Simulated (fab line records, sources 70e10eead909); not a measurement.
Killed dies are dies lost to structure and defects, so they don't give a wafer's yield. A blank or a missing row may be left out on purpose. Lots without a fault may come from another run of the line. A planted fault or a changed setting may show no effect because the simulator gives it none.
Which tool did it? | flow nand_harc | 22 lots, 66 wafers sampled, at 6 steps of a route of 1302

WHAT THE GAUGES READ, wafer by wafer
The record holds no reading of a measuring or inspecting step that can be judged against a usual standard deviation.

WHICH TOOL RAN EACH LOT (tool, then ch and the chambers of the sampled wafers, then the start)
lot  | NHARC_P_CONTACT_ETCH_31                       | NHARC_P_CONTACT_ALD_22              | NHARC_P_CONTACT_CMP_24        | NHARC_P_M0_DESCUM_14               | NHARC_P_M0_STRIP_18                | NHARC_P_M0_PVD_20
L074 | rie_diel-01 ch 1,2, day 5 21:15 or earlier    | ald_metal-03 ch 2,3, day 5 21:15    | cmp-01 ch 1,2,3, day 5 22:07  | rie_diel-11 ch 0,2,3, day 5 23:36  | rie_diel-11 ch 2,3, day 5 23:59    | pvd_sputter-03, no start
L075 | rie_diel-10 ch 0,3, day 6 09:56 or earlier    | ald_metal-03 ch 0,1,2, day 6 09:56  | cmp-04 ch 1,2, day 6 10:47    | rie_diel-11 ch 0,1,2, day 6 12:22  | rie_diel-04 ch 0,1,3, day 6 12:49  | pvd_sputter-01, no start
L076 | rie_diel-03 ch 0,2, day 6 16:58 or earlier    | ald_metal-01 ch 1,2,3, day 6 16:58  | cmp-03 ch 0,1,3, day 6 17:47  | rie_diel-04 ch 0,1,3, day 6 19:08  | rie_diel-04 ch 1,3, day 6 19:31    | pvd_sputter-03, no start
L077 | rie_diel-10 ch 1,2,3, day 7 07:04 or earlier  | ald_metal-02 ch 0,2,3, day 7 07:04  | cmp-04 ch 0,1,3, day 7 07:56  | rie_diel-08 ch 1,2,3, day 7 09:25  | rie_diel-04 ch 0,3, day 7 09:49    | pvd_sputter-02, no start
L078 | rie_diel-03 ch 0,3, day 7 19:30 or earlier    | ald_metal-03 ch 1,2,3, day 7 19:30  | cmp-01 ch 0,1,3, day 7 20:19  | rie_diel-08 ch 1,3, day 7 21:41    | rie_diel-08 ch 0,1,2, day 7 22:05  | pvd_sputter-02, no start
L079 | rie_diel-03 ch 1,2,3, day 8 02:08 or earlier  | ald_metal-03 ch 0,1,3, day 8 02:08  | cmp-04 ch 0,3, day 8 03:01    | rie_diel-04 ch 0,2, day 8 04:23    | rie_diel-04 ch 0,2,3, day 8 05:25  | pvd_sputter-01, no start
L080 | rie_diel-01 ch 0,2,3, day 8 15:13 or earlier  | ald_metal-01 ch 1,2,3, day 8 15:13  | cmp-03 ch 0,1,3, day 8 16:04  | rie_diel-08 ch 1,2,3, day 8 17:43  | rie_diel-11 ch 0,1,2, day 8 18:05  | pvd_sputter-01, no start
L081 | rie_diel-03 ch 0,2,3, day 9 04:11 or earlier  | ald_metal-01 ch 1,2,3, day 9 04:11  | cmp-04 ch 1,2,3, day 9 05:02  | rie_diel-11 ch 1,2,3, day 9 06:30  | rie_diel-04 ch 0,2,3, day 9 06:54  | pvd_sputter-02, no start
L082 | rie_diel-03 ch 0,2,3, day 9 11:54 or earlier  | ald_metal-03 ch 1,2, day 9 11:54    | cmp-04 ch 0,2,3, day 9 12:51  | rie_diel-04 ch 1,3, day 9 14:19    | rie_diel-04 ch 1,3, day 9 14:41    | pvd_sputter-01, no start
L083 | rie_diel-10 ch 1,2, day 9 22:25 or earlier    | ald_metal-01 ch 0,3, day 9 22:25    | cmp-03 ch 0,1,3, day 9 23:17  | rie_diel-04 ch 0,1, day 10 00:44   | rie_diel-08 ch 0,3, day 10 01:08   | pvd_sputter-02, no start
L084 | rie_diel-10 ch 1,2,3, day 10 14:34 or earlier | ald_metal-03 ch 0,1,2, day 10 14:34 | cmp-03 ch 2,3, day 10 15:47   | rie_diel-08 ch 2,3, day 10 17:09   | rie_diel-11 ch 0,1,2, day 10 17:40 | pvd_sputter-02, no start
L085 | rie_diel-10 ch 0,1, day 10 16:00 or earlier   | ald_metal-01 ch 1,2,3, day 10 16:00 | cmp-01 ch 0,2, day 10 16:50   | rie_diel-04 ch 2,3, day 10 18:19   | rie_diel-08 ch 1,2, day 10 18:44   | pvd_sputter-03, no start
L088 | rie_diel-03 ch 0,2,3, day 11 23:52 or earlier | ald_metal-03 ch 2,3, day 11 23:52   | cmp-01 ch 0,3, day 12 00:43   | rie_diel-04 ch 1,2,3, day 12 02:04 | rie_diel-04 ch 0,1,2, day 12 02:29 | pvd_sputter-01, no start
L087 | rie_diel-10 ch 0,3, day 12 00:52 or earlier   | ald_metal-02 ch 2,3, day 12 00:52   | cmp-04 ch 1,2,3, day 12 01:47 | rie_diel-04 ch 0,1, day 12 03:13   | rie_diel-04 ch 0,1, day 12 03:36   | pvd_sputter-03, no start
L089 | rie_diel-10 ch 0,1,2, day 12 05:53 or earlier | ald_metal-03 ch 1,2,3, day 12 05:53 | cmp-03 ch 1,2, day 12 06:42   | rie_diel-08 ch 1,2, day 12 08:13   | rie_diel-04 ch 0,1,2, day 12 08:41 | pvd_sputter-03, no start
L090 | rie_diel-03 ch 0,1,2, day 12 09:31 or earlier | ald_metal-02 ch 1,2, day 12 09:31   | cmp-04 ch 0,2, day 12 10:26   | rie_diel-04 ch 1,2,3, day 12 11:55 | rie_diel-04 ch 0,1,2, day 12 12:20 | pvd_sputter-02, no start
L091 | rie_diel-01 ch 0,2, day 12 21:10 or earlier   | ald_metal-03 ch 1,2,3, day 12 21:10 | cmp-03 ch 0,3, day 12 22:03   | rie_diel-04 ch 0,2, day 12 23:33   | rie_diel-04 ch 0,2, day 12 23:57   | pvd_sputter-03, no start
L093 | rie_diel-03 ch 1,2,3, day 14 04:27 or earlier | ald_metal-03 ch 0,1,2, day 14 04:27 | cmp-04 ch 0,1,2, day 14 05:17 | rie_diel-08 ch 0,2,3, day 14 06:47 | rie_diel-04 ch 2,3, day 14 07:11   | pvd_sputter-03, no start
L094 | rie_diel-01 ch 0,2,3, day 14 04:52 or earlier | ald_metal-02 ch 0,2,3, day 14 04:52 | cmp-01 ch 1,2,3, day 14 06:15 | rie_diel-04 ch 0,2,3, day 14 08:00 | rie_diel-04 ch 0,2,3, day 14 08:25 | pvd_sputter-03, no start
L095 | rie_diel-01 ch 0,2,3, day 14 18:52 or earlier | ald_metal-01 ch 0,1,3, day 14 18:52 | cmp-03 ch 0,1,2, day 14 19:46 | rie_diel-04 ch 0,2, day 14 21:05   | rie_diel-04 ch 0,2,3, day 14 22:04 | pvd_sputter-02, no start
L097 | rie_diel-01 ch 0,1,2, day 15 12:07 or earlier | ald_metal-02 ch 0,2,3, day 15 12:07 | cmp-04 ch 0,2,3, day 15 12:57 | rie_diel-04 ch 0,2,3, day 15 14:26 | rie_diel-04 ch 0,2,3, day 15 14:52 | pvd_sputter-02, no start
L096 | rie_diel-03 ch 0,3, day 15 13:00 or earlier   | ald_metal-03 ch 1,2,3, day 15 13:00 | cmp-03 ch 1,2, day 15 13:50   | rie_diel-04 ch 0,3, day 15 15:19   | rie_diel-11 ch 2,3, day 15 15:44   | pvd_sputter-01, no start
- NHARC_P_CONTACT_ETCH_31: etches the open film in CH3F/O2, target depth 30 nm, time 85.7 s.
- NHARC_P_CONTACT_ALD_22: deposits TiN, target thk 3 nm, pulse time 1 s, ald cycles 150.
- NHARC_P_CONTACT_CMP_24: polishes, t overpolish 30 s, target thk 200 nm.
- NHARC_P_M0_DESCUM_14: chemistry O2, time 3 s.
- NHARC_P_M0_STRIP_18: strips in N2/H2.
- NHARC_P_M0_PVD_20: deposits TaN, target thk 5 nm, time 8.06 s.

WHAT THE TOOLS THEMSELVES READ (means of the sampled wafers that have a number; where no wafer has one, the mark that the record gives instead)
NHARC_P_CONTACT_ETCH_31. Usual: drypump_motor_current_A 5.7 A, standard deviation 0.34; mfc_ar_sccm 199.9 sccm, standard deviation 0.6; oes_product_au 0.977 a.u., standard deviation 0.013; rf_vpp_V 244.1 V, standard deviation 1.6; showerhead_plenum_p_Torr 2.44 Torr, standard deviation 0.096; throttle_valve_pct 20.664 %, standard deviation 0.0088.
lot  | tool        | drypump_motor_current_A (A) | mfc_ar_sccm (sccm) | oes_product_au (a.u.) | rf_vpp_V (V) | showerhead_plenum_p_Torr (Torr) | throttle_valve_pct (%) | flag
L074 | rie_diel-01 | 5.2                         | 200.3              | 0.982                 | 243.3        | 2.40                            | 20.662                 |
L075 | rie_diel-10 | 5.5                         | 200.1              | 0.980                 | 242.8        | 2.33                            | 20.655                 |
L076 | rie_diel-03 | 5.8                         | 200.2              | 0.995                 | 243.9        | 2.40                            | 20.661                 |
L077 | rie_diel-10 | 5.8                         | 199.9              | 0.962                 | 243.6        | 2.44                            | 20.654                 |
L078 | rie_diel-03 | 5.5                         | 199.4              | 0.949                 | 244.5        | 2.46                            | 20.665                 |
L079 | rie_diel-03 | 5.9                         | 200.5              | 0.973                 | 244.5        | 2.49                            | 20.666                 |
L080 | rie_diel-01 | 5.7                         | 199.8              | 0.979                 | 244.6        | 2.49                            | 20.660                 |
L081 | rie_diel-03 | 5.7                         | 199.7              | 0.967                 | 245.4        | 2.47                            | 20.670                 |
L082 | rie_diel-03 | 5.7                         | 199.9              | 0.986                 | 245.1        | 2.47                            | 20.660                 |
L083 | rie_diel-10 | 5.7                         | 199.9              | 0.985                 | 244.4        | 2.48                            | 20.659                 |
L084 | rie_diel-10 | 5.8                         | 200.2              | 0.972                 | 244.0        | 2.44                            | 20.666                 |
L085 | rie_diel-10 | 5.4                         | 201.1              | 0.978                 | 243.0        | 2.37                            | 20.659                 |
L088 | rie_diel-03 | 5.7                         | 200.1              | 0.964                 | 243.7        | 2.47                            | 20.663                 |
L087 | rie_diel-10 | 5.5                         | 199.8              | 0.988                 | 242.6        | 2.33                            | 20.659                 |
L089 | rie_diel-10 | 5.6                         | 199.4              | 0.983                 | 244.3        | 2.43                            | 20.672                 |
L090 | rie_diel-03 | 5.9                         | 199.9              | 0.990                 | 243.2        | 2.42                            | 20.668                 |
L091 | rie_diel-01 | 5.4                         | 200.2              | 0.975                 | 245.5        | 2.47                            | 20.669                 |
L093 | rie_diel-03 | 5.9                         | 199.5              | 0.954                 | 244.5        | 2.49                            | 20.662                 |
L094 | rie_diel-01 | 5.7                         | 200.0              | 0.980                 | 245.1        | 2.49                            | 20.669                 |
L095 | rie_diel-01 | 5.7                         | 199.5              | 0.985                 | 244.2        | 2.49                            | 20.662                 |
L097 | rie_diel-01 | 5.3                         | 199.9              | 0.974                 | 244.4        | 2.44                            | 20.664                 |
L096 | rie_diel-03 | 5.6                         | 199.9              | 0.978                 | 244.5        | 2.46                            | 20.654                 |

NHARC_P_CONTACT_ALD_22. Usual: heater_power_outer_w 692 W, standard deviation 100; heater_power_w 1069 W, standard deviation 130; precursor_pulse_height_rel 1.004, standard deviation 0.021.
lot  | tool         | heater_power_outer_w (W) | heater_power_w (W) | precursor_pulse_height_rel | flag
L074 | ald_metal-03 | 653                      | 992                | 1.012                      |
L075 | ald_metal-03 | 732                      | 1136               | 1.018                      |
L076 | ald_metal-01 | 668                      | 1015               | 0.999                      |
L077 | ald_metal-02 | 635                      | 1031               | 1.013                      |
L078 | ald_metal-03 | 695                      | 1055               | 1.010                      |
L079 | ald_metal-03 | 633                      | 1015               | 1.003                      |
L080 | ald_metal-01 | 685                      | 1067               | 1.002                      |
L081 | ald_metal-01 | 683                      | 1038               | 1.005                      |
L082 | ald_metal-03 | 734                      | 1101               | 0.995                      |
L083 | ald_metal-01 | 728                      | 1156               | 1.018                      |
L084 | ald_metal-03 | 706                      | 1093               | 1.003                      |
L085 | ald_metal-01 | 689                      | 1024               | 1.000                      |
L088 | ald_metal-03 | 663                      | 984                | 1.020                      |
L087 | ald_metal-02 | 609                      | 1013               | 1.042                      |
L089 | ald_metal-03 | 683                      | 1023               | 0.993                      |
L090 | ald_metal-02 | 814                      | 1220               | 1.003                      |
L091 | ald_metal-03 | 684                      | 1034               | 0.994                      |
L093 | ald_metal-03 | 720                      | 1081               | 0.994                      |
L094 | ald_metal-02 | 634                      | 1011               | 1.004                      |
L095 | ald_metal-01 | 689                      | 1115               | 0.978                      |
L097 | ald_metal-02 | 633                      | 1022               | 1.001                      |
L096 | ald_metal-03 | 683                      | 1035               | 0.984                      |

NHARC_P_CONTACT_CMP_24. Usual: motor_current_A 12.5 A, standard deviation 1.2; overpolish_run_s 30.000 s, standard deviation 0.0094; pad_life_wafers 185, standard deviation 120; time_to_endpoint_s 39.9 s, standard deviation 2.2.
lot  | tool   | motor_current_A (A) | overpolish_run_s (s) | pad_life_wafers | time_to_endpoint_s (s) | flag
L074 | cmp-01 | 12.6                | 30.002               | 2               | 40.3                   |
L075 | cmp-04 | 12.6                | 29.991               | 61              | 38.5                   |
L076 | cmp-03 | 12.5                | 29.992               | 296             | 42.8                   |
L077 | cmp-04 | 13.0                | 29.998               | 164             | 37.8                   |
L078 | cmp-01 | 11.3                | 30.007               | 170             | 35.7                   |
L079 | cmp-04 | 13.0                | 30.006               | 210             | 39.7                   |
L080 | cmp-03 | 12.8                | 29.997               | 91              | 43.5                   |
L081 | cmp-04 | 12.3                | 30.001               | 308             | 40.3                   |
L082 | cmp-04 | 12.2                | 30.002               | 338             | 38.0                   |
L083 | cmp-03 | 12.8                | 30.000               | 272             | 39.0                   |
L084 | cmp-03 | 11.2                | 30.000               | 338             | 42.0                   |
L085 | cmp-01 | 13.9                | 30.006               | 55              | 39.4                   |
L088 | cmp-01 | 12.5                | 29.999               | 218             | 37.7                   |
L087 | cmp-04 | 12.4                | 29.997               | 225             | 43.3                   |
L089 | cmp-03 | 12.2                | 29.998               | 36              | 42.7                   |
L090 | cmp-04 | 12.6                | 29.999               | 260             | 41.5                   |
L091 | cmp-03 | 12.0                | 29.998               | 84              | 39.9                   |
L093 | cmp-04 | 12.7                | 29.999               | 31              | 36.8                   |
L094 | cmp-01 | 12.4                | 29.996               | 20              | 41.0                   |
L095 | cmp-03 | 12.4                | 30.006               | 266             | 39.8                   |
L097 | cmp-04 | 12.4                | 30.000               | 151             | 39.9                   |
L096 | cmp-03 | 11.2                | 30.004               | 362             | 39.4                   |

NHARC_P_M0_DESCUM_14. Usual: drypump_motor_current_A 5.6 A, standard deviation 0.53; mfc_ar_sccm 0.008 sccm, standard deviation 0.012; oes_product_au 0.997 a.u., standard deviation 0.0084; rf_vpp_V 57.8 V, standard deviation 0.87; showerhead_plenum_p_Torr 1.91 Torr, standard deviation 0.11; throttle_valve_pct 11.310 %, standard deviation 0.01.
lot  | tool        | drypump_motor_current_A (A) | mfc_ar_sccm (sccm) | oes_product_au (a.u.) | rf_vpp_V (V) | showerhead_plenum_p_Torr (Torr) | throttle_valve_pct (%) | flag
L074 | rie_diel-11 | 5.8                         | 0.009              | 0.999                 | 57.4         | 1.85                            | 11.315                 |
L075 | rie_diel-11 | 5.8                         | 0.017              | 0.996                 | 58.3         | 1.90                            | 11.302                 |
L076 | rie_diel-04 | 5.6                         | 0.001              | 0.989                 | 58.6         | 1.96                            | 11.310                 |
L077 | rie_diel-08 | 6.0                         | 0.020              | 1.005                 | 57.9         | 1.86                            | 11.312                 |
L078 | rie_diel-08 | 5.9                         | 0.027              | 1.001                 | 58.3         | 1.82                            | 11.305                 |
L079 | rie_diel-04 | 5.1                         | 0.002              | 1.003                 | 57.9         | 1.99                            | 11.316                 |
L080 | rie_diel-08 | 6.0                         | 0.020              | 1.002                 | 57.6         | 1.85                            | 11.304                 |
L081 | rie_diel-11 | 5.7                         | 0.022              | 0.991                 | 57.8         | 1.87                            | 11.298                 |
L082 | rie_diel-04 | 5.8                         | 0.002              | 0.999                 | 57.5         | 1.96                            | 11.311                 |
L083 | rie_diel-04 | 5.1                         | 0.001              | 0.986                 | 58.4         | 2.04                            | 11.312                 |
L084 | rie_diel-08 | 6.0                         | 0.034              | 1.010                 | 58.1         | 1.86                            | 11.317                 |
L085 | rie_diel-04 | 6.1                         | 0.002              | 0.997                 | 56.8         | 1.81                            | 11.315                 |
L088 | rie_diel-04 | 5.9                         | 0.003              | 0.997                 | 58.0         | 1.90                            | 11.309                 |
L087 | rie_diel-04 | 5.4                         | 0.002              | 0.988                 | 58.4         | 2.04                            | 11.316                 |
L089 | rie_diel-08 | 5.9                         | 0.007              | 1.001                 | 57.8         | 1.84                            | 11.308                 |
L090 | rie_diel-04 | 5.9                         | 0.003              | 0.994                 | 58.0         | 1.90                            | 11.299                 |
L091 | rie_diel-04 | 5.2                         | 0.002              | 0.993                 | 58.7         | 1.98                            | 11.310                 |
L093 | rie_diel-08 | 5.7                         | 0.020              | 1.003                 | 58.0         | 1.93                            | 11.315                 |
L094 | rie_diel-04 | 5.6                         | 0.002              | 0.998                 | 57.8         | 1.89                            | 11.310                 |
L095 | rie_diel-04 | 5.1                         | 0.002              | 0.997                 | 57.5         | 1.98                            | 11.304                 |
L097 | rie_diel-04 | 5.6                         | 0.002              | 0.989                 | 57.5         | 1.89                            | 11.306                 |
L096 | rie_diel-04 | 5.4                         | 0.000              | 0.998                 | 58.7         | 1.95                            | 11.309                 |

NHARC_P_M0_STRIP_18. Usual: drypump_motor_current_A 5.6 A, standard deviation 0.51; mfc_ar_sccm 0.007 sccm, standard deviation 0.011; oes_product_au 0.996 a.u., standard deviation 0.0074; rf_vpp_V 90.6 V, standard deviation 1.1; showerhead_plenum_p_Torr 2.04 Torr, standard deviation 0.12; throttle_valve_pct 14.172 %, standard deviation 0.0089.
lot  | tool        | drypump_motor_current_A (A) | mfc_ar_sccm (sccm) | oes_product_au (a.u.) | rf_vpp_V (V) | showerhead_plenum_p_Torr (Torr) | throttle_valve_pct (%) | flag
L074 | rie_diel-11 | 5.7                         | 0.014              | 1.005                 | 89.5         | 1.94                            | 14.176                 |
L075 | rie_diel-04 | 5.6                         | 0.001              | 0.995                 | 90.6         | 2.09                            | 14.170                 |
L076 | rie_diel-04 | 5.8                         | 0.002              | 0.993                 | 90.9         | 2.09                            | 14.170                 |
L077 | rie_diel-04 | 5.4                         | 0.000              | 0.996                 | 90.9         | 2.09                            | 14.179                 |
L078 | rie_diel-08 | 5.6                         | 0.007              | 1.009                 | 90.6         | 1.96                            | 14.169                 |
L079 | rie_diel-04 | 5.6                         | 0.002              | 1.001                 | 90.9         | 2.03                            | 14.183                 |
L080 | rie_diel-11 | 5.8                         | 0.017              | 1.000                 | 89.7         | 2.01                            | 14.172                 |
L081 | rie_diel-04 | 5.6                         | 0.002              | 0.993                 | 91.3         | 2.03                            | 14.170                 |
L082 | rie_diel-04 | 5.8                         | 0.002              | 0.993                 | 91.4         | 2.09                            | 14.170                 |
L083 | rie_diel-08 | 5.2                         | 0.013              | 0.993                 | 91.2         | 2.13                            | 14.171                 |
L084 | rie_diel-11 | 5.8                         | 0.017              | 1.000                 | 90.6         | 2.01                            | 14.168                 |
L085 | rie_diel-08 | 6.1                         | 0.014              | 1.005                 | 90.8         | 2.01                            | 14.170                 |
L088 | rie_diel-04 | 5.4                         | 0.003              | 0.994                 | 91.0         | 2.12                            | 14.166                 |
L087 | rie_diel-04 | 5.4                         | 0.002              | 0.996                 | 91.2         | 2.18                            | 14.173                 |
L089 | rie_diel-04 | 5.4                         | 0.003              | 0.998                 | 91.4         | 2.12                            | 14.167                 |
L090 | rie_diel-04 | 5.4                         | 0.003              | 0.998                 | 90.5         | 2.12                            | 14.163                 |
L091 | rie_diel-04 | 5.1                         | 0.002              | 0.999                 | 90.6         | 2.11                            | 14.164                 |
L093 | rie_diel-04 | 5.9                         | 0.005              | 0.986                 | 90.1         | 1.96                            | 14.170                 |
L094 | rie_diel-04 | 5.6                         | 0.002              | 0.995                 | 90.4         | 2.02                            | 14.169                 |
L095 | rie_diel-04 | 5.6                         | 0.002              | 0.992                 | 90.4         | 2.02                            | 14.169                 |
L097 | rie_diel-04 | 5.6                         | 0.002              | 0.999                 | 90.0         | 2.02                            | 14.174                 |
L096 | rie_diel-11 | 6.1                         | 0.012              | 1.003                 | 90.1         | 1.89                            | 14.175                 |

NHARC_P_M0_PVD_20. Usual: throttle_valve_pct 30.2 %, standard deviation 0.84.
lot  | tool           | throttle_valve_pct (%) | flag
L074 | pvd_sputter-03 | 30.9                   |
L075 | pvd_sputter-01 | 30.7                   |
L076 | pvd_sputter-03 | 30.6                   |
L077 | pvd_sputter-02 | 30.0                   |
L078 | pvd_sputter-02 | 29.5                   |
L079 | pvd_sputter-01 | 30.7                   |
L080 | pvd_sputter-01 | 30.6                   |
L081 | pvd_sputter-02 | 29.6                   |
L082 | pvd_sputter-01 | 30.8                   |
L083 | pvd_sputter-02 | 29.6                   |
L084 | pvd_sputter-02 | 29.1                   |
L085 | pvd_sputter-03 | 31.0                   |
L088 | pvd_sputter-01 | 30.6                   |
L087 | pvd_sputter-03 | 30.2                   |
L089 | pvd_sputter-03 | 29.8                   |
L090 | pvd_sputter-02 | 29.9                   |
L091 | pvd_sputter-03 | 30.8                   |
L093 | pvd_sputter-03 | 30.0                   |
L094 | pvd_sputter-03 | 30.5                   |
L095 | pvd_sputter-02 | 30.5                   |
L097 | pvd_sputter-02 | 29.8                   |
L096 | pvd_sputter-01 | 30.0                   |

THE ANSWER, worked out from the rows above alone
Rule: a lot is off if the mean of its wafers that have a number lies more than 3 standard deviations from the usual mean. A lot without any number at a reading at which 4 lots or more have one is off too. The other lots that the step has rows for count as sound. The gauges are gone through in route order, then the tools' own readings, and for those a lot's mean is taken as printed above. The first step at which some lot is off is used, and at that step the reading that is off furthest; a lot without a number counts as furthest.
No lot is off at any reading shown: from this, nothing can be told.

WHAT THE SIMULATOR HAD PUT IN
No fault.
